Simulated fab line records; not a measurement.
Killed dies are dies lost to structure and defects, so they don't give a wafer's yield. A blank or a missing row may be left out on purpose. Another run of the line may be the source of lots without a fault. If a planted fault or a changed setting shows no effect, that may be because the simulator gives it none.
Lot-split experiment || flow n5 finfet || 21 wafers read across 7 lots, on a route 1938 steps long

## THE SPLIT
At N5_BEOL_M10_ETCH_62 (etches SOC in N2/H2, target depth 110 nm, overetch 22 nm, time 165 s), the setting time s was moved away from the recipe's 165 s on 9 of the 21 wafers read, by -19.5% to -7.5%. All remaining wafers had this setting at the recipe value.

The reading is taken at the split's own step.

## THE READING
SiARC_of_BEOL_M10_COAT_60.thk nm (the simulator's own value, which no gauge read), in nm, at N5_BEOL_M10_ETCH_62 (etches SOC in N2/H2, target depth 110 nm, overetch 22 nm, time 165 s). The file gives no usual value for it. Across the 12 wafers here that went through the recipe, the average is 23.7 nm and the standard deviation 0.25 nm.

{"wafer": "L078.1", "tool, chamber at the split": "rie diel-01, 3", "time s as run, s": 165, "against the recipe": "recipe", "SiARC_of_BEOL_M10_COAT_60.thk nm, nm": 23.2, "against lot-mates on the recipe": "-"}
{"wafer": "L078.2", "tool, chamber at the split": "rie diel-01, 1", "time s as run, s": 135, "against the recipe": "-18.2%", "SiARC_of_BEOL_M10_COAT_60.thk nm, nm": 24.8, "against lot-mates on the recipe": "+1.6"}
{"wafer": "L078.4", "tool, chamber at the split": "rie diel-01, 3", "time s as run, s": 135, "against the recipe": "-18.2%", "SiARC_of_BEOL_M10_COAT_60.thk nm, nm": 24.4, "against lot-mates on the recipe": "+1.2"}
{"wafer": "L082.1", "tool, chamber at the split": "rie diel-04, 2", "time s as run, s": 165, "against the recipe": "recipe", "SiARC_of_BEOL_M10_COAT_60.thk nm, nm": 24, "against lot-mates on the recipe": "-"}
{"wafer": "L082.2", "tool, chamber at the split": "rie diel-04, 3", "time s as run, s": 165, "against the recipe": "recipe", "SiARC_of_BEOL_M10_COAT_60.thk nm, nm": 23.6, "against lot-mates on the recipe": "-"}
{"wafer": "L082.5", "tool, chamber at the split": "rie diel-04, 3", "time s as run, s": 165, "against the recipe": "recipe", "SiARC_of_BEOL_M10_COAT_60.thk nm, nm": 23.6, "against lot-mates on the recipe": "-"}
{"wafer": "L084.2", "tool, chamber at the split": "rie diel-04, 2", "time s as run, s": 132.9, "against the recipe": "-19.5%", "SiARC_of_BEOL_M10_COAT_60.thk nm, nm": 25, "against lot-mates on the recipe": "+1.4"}
{"wafer": "L084.3", "tool, chamber at the split": "rie diel-04, 1", "time s as run, s": 165, "against the recipe": "recipe", "SiARC_of_BEOL_M10_COAT_60.thk nm, nm": 23.6, "against lot-mates on the recipe": "-"}
{"wafer": "L084.6", "tool, chamber at the split": "rie diel-04, 2", "time s as run, s": 132.9, "against the recipe": "-19.5%", "SiARC_of_BEOL_M10_COAT_60.thk nm, nm": 24.8, "against lot-mates on the recipe": "+1.2"}
{"wafer": "L089.2", "tool, chamber at the split": "rie diel-05, 2", "time s as run, s": 165, "against the recipe": "recipe", "SiARC_of_BEOL_M10_COAT_60.thk nm, nm": 23.6, "against lot-mates on the recipe": "-"}
{"wafer": "L089.4", "tool, chamber at the split": "rie diel-05, 1", "time s as run, s": 152.6, "against the recipe": "-7.5%", "SiARC_of_BEOL_M10_COAT_60.thk nm, nm": 24.6, "against lot-mates on the recipe": "+0.9"}
{"wafer": "L089.6", "tool, chamber at the split": "rie diel-05, 3", "time s as run, s": 165, "against the recipe": "recipe", "SiARC_of_BEOL_M10_COAT_60.thk nm, nm": 23.8, "against lot-mates on the recipe": "-"}
{"wafer": "L091.3", "tool, chamber at the split": "rie diel-01, 2", "time s as run, s": 136.4, "against the recipe": "-17.3%", "SiARC_of_BEOL_M10_COAT_60.thk nm, nm": 25, "against lot-mates on the recipe": "+1.0"}
{"wafer": "L091.5", "tool, chamber at the split": "rie diel-01, 1,2", "time s as run, s": 165, "against the recipe": "recipe", "SiARC_of_BEOL_M10_COAT_60.thk nm, nm": 24, "against lot-mates on the recipe": "-"}
{"wafer": "L091.6", "tool, chamber at the split": "rie diel-01, 1,2", "time s as run, s": 165, "against the recipe": "recipe", "SiARC_of_BEOL_M10_COAT_60.thk nm, nm": 24, "against lot-mates on the recipe": "-"}
{"wafer": "L094.1", "tool, chamber at the split": "rie diel-05, 0", "time s as run, s": 165, "against the recipe": "recipe", "SiARC_of_BEOL_M10_COAT_60.thk nm, nm": 23.4, "against lot-mates on the recipe": "-"}
{"wafer": "L094.4", "tool, chamber at the split": "rie diel-05, 1", "time s as run, s": 165, "against the recipe": "recipe", "SiARC_of_BEOL_M10_COAT_60.thk nm, nm": 24, "against lot-mates on the recipe": "-"}
{"wafer": "L094.5", "tool, chamber at the split": "rie diel-05, 2", "time s as run, s": 165, "against the recipe": "recipe", "SiARC_of_BEOL_M10_COAT_60.thk nm, nm": 23.6, "against lot-mates on the recipe": "-"}
{"wafer": "L095.3", "tool, chamber at the split": "rie diel-05, 0", "time s as run, s": 136, "against the recipe": "-17.6%", "SiARC_of_BEOL_M10_COAT_60.thk nm, nm": 24.4, "against lot-mates on the recipe": "no lot-mate on the recipe"}
{"wafer": "L095.4", "tool, chamber at the split": "rie diel-05, 3", "time s as run, s": 136, "against the recipe": "-17.6%", "SiARC_of_BEOL_M10_COAT_60.thk nm, nm": 24.8, "against lot-mates on the recipe": "no lot-mate on the recipe"}
{"wafer": "L095.5", "tool, chamber at the split": "rie diel-05, 0", "time s as run, s": 136, "against the recipe": "-17.6%", "SiARC_of_BEOL_M10_COAT_60.thk nm, nm": 24.6, "against lot-mates on the recipe": "no lot-mate on the recipe"}
Rows listing several chambers each stand for several wafers; the file does not say which wafer went through which chamber.

FIT RESULTS
A straight line over all 21 wafers: SiARC_of_BEOL_M10_COAT_60.thk nm changes by -0.0566 nm for each +1% of time s; r = -0.89; the points scatter about the line by 0.27 nm.
The same after taking each lot's own level away (the mean of its wafers on the recipe; 18 wafers): -0.0698 nm for each +1%; r = -0.95; scatter 0.2 nm.
The reading moves by 1.4 nm for the largest change in time s, on that fit.
Measured against the standard deviation above, the lots' own levels, which go from 23.20 to 24.00 nm, span 3.2 times it.
Thus the slope moves with the lot-to-lot level: the two fits are different.
Check: for one of the wafers moved furthest among these (-19.5%), held out of the fit, the line's prediction against its lot-mates is +1.37 nm. Against them it came out at +1.4 nm.

## FURTHER SPLITS ON THESE WAFERS
These wafers also went through other splits before the reading. Each is held against what the fit with the lots' levels taken away leaves over:
{"other split on the same wafers": "N5_BEOL_M7_DESCUM_33 time s", "wafers away from the commonest value": 5, "r with SiARC_of_BEOL_M10_COAT_60.thk nm (lot level and that fit taken away)": -0.05}
{"other split on the same wafers": "N5_BEOL_M7_TRENCH_ETCH_37 time s", "wafers away from the commonest value": 6, "r with SiARC_of_BEOL_M10_COAT_60.thk nm (lot level and that fit taken away)": -0.07}
{"other split on the same wafers": "N5_BEOL_M10_PECVD_70 temp c", "wafers away from the commonest value": 6, "r with SiARC_of_BEOL_M10_COAT_60.thk nm (lot level and that fit taken away)": -0.31}

## FILE'S OWN FIT
SiARC_of_BEOL_M10_COAT_60.thk nm changes by -0.0702 nm for each +1% of time s, r = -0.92.
